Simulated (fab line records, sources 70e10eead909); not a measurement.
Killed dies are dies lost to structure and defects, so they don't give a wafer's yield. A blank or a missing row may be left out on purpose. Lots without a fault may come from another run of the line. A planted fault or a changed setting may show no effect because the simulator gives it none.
Which tool did it? | flow nand_harc | 24 lots, 72 wafers sampled, at 2 steps of a route of 1159

WHAT THE GAUGES READ, wafer by wafer
NHARC_P_M0_INSPECT_11. Usual: raw_defect_count 3.7, standard deviation 2.1.
lot  | measured     | on                | raw_defect_count | flag
L074 | day 6 06:00  | defect_inspect-02 | 5 5 5            |
L075 | day 6 09:23  | defect_inspect-02 | 4 2 7            |
L077 | day 6 12:51  | defect_inspect-01 | 4 7 3            |
L078 | day 6 13:56  | defect_inspect-01 | 3 3 5            |
L076 | day 6 20:25  | defect_inspect-01 | 7 3 2            |
L079 | day 7 02:27  | defect_inspect-01 | 3 2 7            |
L080 | day 7 08:12  | defect_inspect-02 | 0 4 5            |
L081 | day 7 13:19  | defect_inspect-02 | 7 6 7            |
L082 | day 7 22:56  | defect_inspect-01 | 8 9 3            |
L083 | day 8 04:13  | defect_inspect-01 | 3 3 0            |
L084 | day 8 05:05  | defect_inspect-01 | 5 5 3            |
L085 | day 8 17:24  | defect_inspect-01 | 4 3 3            |
L086 | day 9 05:02  | defect_inspect-01 | 3 2 1            |
L088 | day 9 05:41  | defect_inspect-02 | 1 3 4            |
L087 | day 9 06:16  | defect_inspect-01 | 6 4 3            |
L089 | day 9 22:18  | defect_inspect-01 | 0 4 3            |
L091 | day 9 22:58  | defect_inspect-02 | 2 0 2            |
L090 | day 9 23:31  | defect_inspect-02 | 6 4 4            |
L093 | day 10 15:02 | defect_inspect-02 | 0 4 4            |
L092 | day 10 15:28 | defect_inspect-01 | 2 2 2            |
L094 | day 10 17:04 | defect_inspect-01 | 5 2 2            |
L095 | day 11 00:39 | defect_inspect-01 | 4 3 0            |
L096 | day 11 00:48 | defect_inspect-01 | 4 4 1            |
L097 | day 11 17:02 | defect_inspect-01 | 4 6 8            |

WHICH TOOL RAN EACH LOT (tool, then ch and the chambers of the sampled wafers, then the start)
lot  | NHARC_P_CONTACT_ETCH_36
L074 | rie_diel-02 ch 1,2,3, day 6 06:00 or earlier
L075 | rie_diel-02 ch 0,1, day 6 09:23 or earlier
L077 | rie_diel-04 ch 0,2,3, day 6 12:51 or earlier
L078 | rie_diel-12 ch 0,1,3, day 6 13:56 or earlier
L076 | rie_diel-04 ch 0,3, day 6 20:25 or earlier
L079 | rie_diel-02 ch 0,2, day 7 02:27 or earlier
L080 | rie_diel-02 ch 0,1, day 7 08:12 or earlier
L081 | rie_diel-04 ch 2,3, day 7 13:19 or earlier
L082 | rie_diel-12 ch 0,2, day 7 22:56 or earlier
L083 | rie_diel-04 ch 0,1,3, day 8 04:13 or earlier
L084 | rie_diel-02 ch 0,1,2, day 8 05:05 or earlier
L085 | rie_diel-04 ch 1,2, day 8 17:24 or earlier
L086 | rie_diel-04 ch 0,2,3, day 9 05:02 or earlier
L088 | rie_diel-12 ch 1,2,3, day 9 05:41 or earlier
L087 | rie_diel-02 ch 0,1, day 9 06:16 or earlier
L089 | rie_diel-02 ch 0,2,3, day 9 22:18 or earlier
L091 | rie_diel-02 ch 0,1,2, day 9 22:58 or earlier
L090 | rie_diel-04 ch 1,3, day 9 23:31 or earlier
L093 | rie_diel-02 ch 0,1,3, day 10 15:02 or earlier
L092 | rie_diel-04 ch 1,2,3, day 10 15:28 or earlier
L094 | rie_diel-02 ch 0,1,2, day 10 17:04 or earlier
L095 | rie_diel-04 ch 1,2, day 11 00:39 or earlier
L096 | rie_diel-02 ch 0,2, day 11 00:48 or earlier
L097 | rie_diel-04 ch 1,2,3, day 11 17:02 or earlier
- NHARC_P_CONTACT_ETCH_36: etches the open film in N2/H2, target depth 260 nm, time 406.25 s.

WHAT THE TOOLS THEMSELVES READ (means of the sampled wafers that have a number; where no wafer has one, the mark that the record gives instead)
NHARC_P_CONTACT_ETCH_36. Usual: drypump_motor_current_A 5.9 A, standard deviation 0.45; oes_product_au 0.998 a.u., standard deviation 0.0093; rf_vpp_V 431 V, standard deviation 3.3; showerhead_plenum_p_Torr 2.04 Torr, standard deviation 0.11; throttle_valve_pct 14.169 %, standard deviation 0.0085.
lot  | tool        | drypump_motor_current_A (A) | oes_product_au (a.u.) | rf_vpp_V (V) | showerhead_plenum_p_Torr (Torr) | throttle_valve_pct (%) | flag
L074 | rie_diel-02 | 6.0                         | 1.004                 | 431          | 2.10                            | 14.165                 |
L075 | rie_diel-02 | 5.9                         | 1.001                 | 435          | 2.20                            | 14.169                 |
L077 | rie_diel-04 | 5.8                         | 0.999                 | 427          | 1.92                            | 14.169                 |
L078 | rie_diel-12 | 6.0                         | 0.994                 | 432          | 2.06                            | 14.165                 |
L076 | rie_diel-04 | 5.6                         | 1.003                 | 428          | 1.93                            | 14.180                 |
L079 | rie_diel-02 | 5.8                         | 0.993                 | 432          | 2.12                            | 14.179                 |
L080 | rie_diel-02 | 6.0                         | 0.999                 | 435          | 2.19                            | 14.167                 |
L081 | rie_diel-04 | 5.3                         | 1.002                 | 428          | 1.93                            | 14.179                 |
L082 | rie_diel-12 | 6.1                         | 0.996                 | 433          | 2.13                            | 14.172                 |
L083 | rie_diel-04 | 5.6                         | 0.995                 | 428          | 1.97                            | 14.173                 |
L084 | rie_diel-02 | 5.9                         | 0.999                 | 433          | 2.12                            | 14.169                 |
L085 | rie_diel-04 | 5.6                         | 0.996                 | 428          | 1.95                            | 14.169                 |
L086 | rie_diel-04 | 5.9                         | 0.997                 | 427          | 1.91                            | 14.176                 |
L088 | rie_diel-12 | 6.3                         | 1.002                 | 431          | 2.06                            | 14.167                 |
L087 | rie_diel-02 | 6.0                         | 0.992                 | 435          | 2.19                            | 14.171                 |
L089 | rie_diel-02 | 5.9                         | 0.993                 | 433          | 2.09                            | 14.173                 |
L091 | rie_diel-02 | 5.9                         | 0.996                 | 432          | 2.12                            | 14.165                 |
L090 | rie_diel-04 | 5.2                         | 0.995                 | 429          | 2.02                            | 14.170                 |
L093 | rie_diel-02 | 6.0                         | 1.009                 | 434          | 2.15                            | 14.164                 |
L092 | rie_diel-04 | 5.4                         | 1.007                 | 428          | 1.97                            | 14.169                 |
L094 | rie_diel-02 | 5.9                         | 0.991                 | 432          | 2.12                            | 14.170                 |
L095 | rie_diel-04 | 5.4                         | 0.995                 | 429          | 2.01                            | 14.169                 |
L096 | rie_diel-02 | 5.8                         | 1.004                 | 433          | 2.12                            | 14.171                 |
L097 | rie_diel-04 | 5.4                         | 1.002                 | 428          | 1.97                            | 14.177                 |

THE ANSWER, worked out from the rows above alone
Rule: a lot is off if the mean of its wafers that have a number lies more than 3 standard deviations from the usual mean. A lot without any number at a reading at which 4 lots or more have one is off too. The other lots that the step has rows for count as sound. The gauges are gone through in route order, then the tools' own readings, and for those a lot's mean is taken as printed above. The first step at which some lot is off is used, and at that step the reading that is off furthest; a lot without a number counts as furthest.
No lot is off at any reading shown: from this, nothing can be told.

WHAT THE SIMULATOR HAD PUT IN
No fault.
